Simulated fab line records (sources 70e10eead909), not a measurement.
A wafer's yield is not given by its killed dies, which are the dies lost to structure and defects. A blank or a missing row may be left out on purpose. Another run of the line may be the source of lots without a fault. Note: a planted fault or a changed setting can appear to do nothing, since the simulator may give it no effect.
Chamber matching	flow nand harc	rie diel-13 running NHARC_A_STAIRCASE_DESCUM_443: 4 sister chambers
The step chemistry O2, time 3 s. 14 wafers are shown with their chamber, then 7 later ones without.

WAFERS PAIRED WITH THEIR CHAMBERS
wafer	chamber	drypump motor current A (A)	showerhead plenum p Torr (Torr)	oes product au (a.u.)
L075.3	3	5.1	2.00	1.010
L075.4	1	6.4	1.93	0.993
L075.6	1	6.4	1.93	0.996
L074.2	2	6.0	1.97	0.986
L074.5	1	6.4	1.93	1.006
L074.6	0	6.1	1.78	0.994
L081.3	2	6.0	1.97	0.974
L081.4	3	5.0	1.99	1.001
L081.6	3	5.0	1.99	1.003
L083.4	0	6.1	1.77	0.984
L083.5	3	5.0	1.99	1.006
L083.6	2	6.0	1.97	0.982
L088.1	3	5.0	1.99	1.010
L088.5	1	6.4	1.92	0.994

SIGNATURES, as means of the wafers listed above
reading	chamber 0	chamber 1	chamber 2	chamber 3	scatter within a chamber
drypump motor current A	6.100	6.400	6.000	5.020	0.0283
showerhead plenum p Torr	1.7750	1.9275	1.9700	1.9920	0.00453
oes product au	0.98900	0.99725	0.98067	1.00600	0.00545
Rule: distance of a wafer from a chamber = root of the sum over the readings of ((wafer's reading minus chamber's mean) / reading's scatter) squared. The wafer belongs to the nearest chamber; if the next one is less than 2 further off, it can't be placed. The scatter: take each reading less its chamber's mean, square it, sum over the shown wafers, divide by the number of wafers less the number of chambers, and take the root.

WAFERS WITHOUT THEIR CHAMBER
wafer	drypump motor current A (A)	showerhead plenum p Torr (Torr)	oes product au (a.u.)
L088.6	6.0	1.97	0.984
L087.3	5.0	1.99	1.005
L087.4	6.4	1.92	0.989
L087.5	6.4	1.92	0.987
L094.3	6.4	1.91	0.991
L094.4	5.0	1.98	1.003
L094.5	5.0	1.98	1.004

WHICH CHAMBER EACH WENT THROUGH
wafer	from the rows above	in truth
L088.6	2	2
L087.3	3	3
L087.4	1	1
L087.5	1	1
L094.3	1	1
L094.4	3	3
L094.5	3	3
7 of 7 placed correctly. Left unplaced by these rows: 0. Wrongly placed: 0.
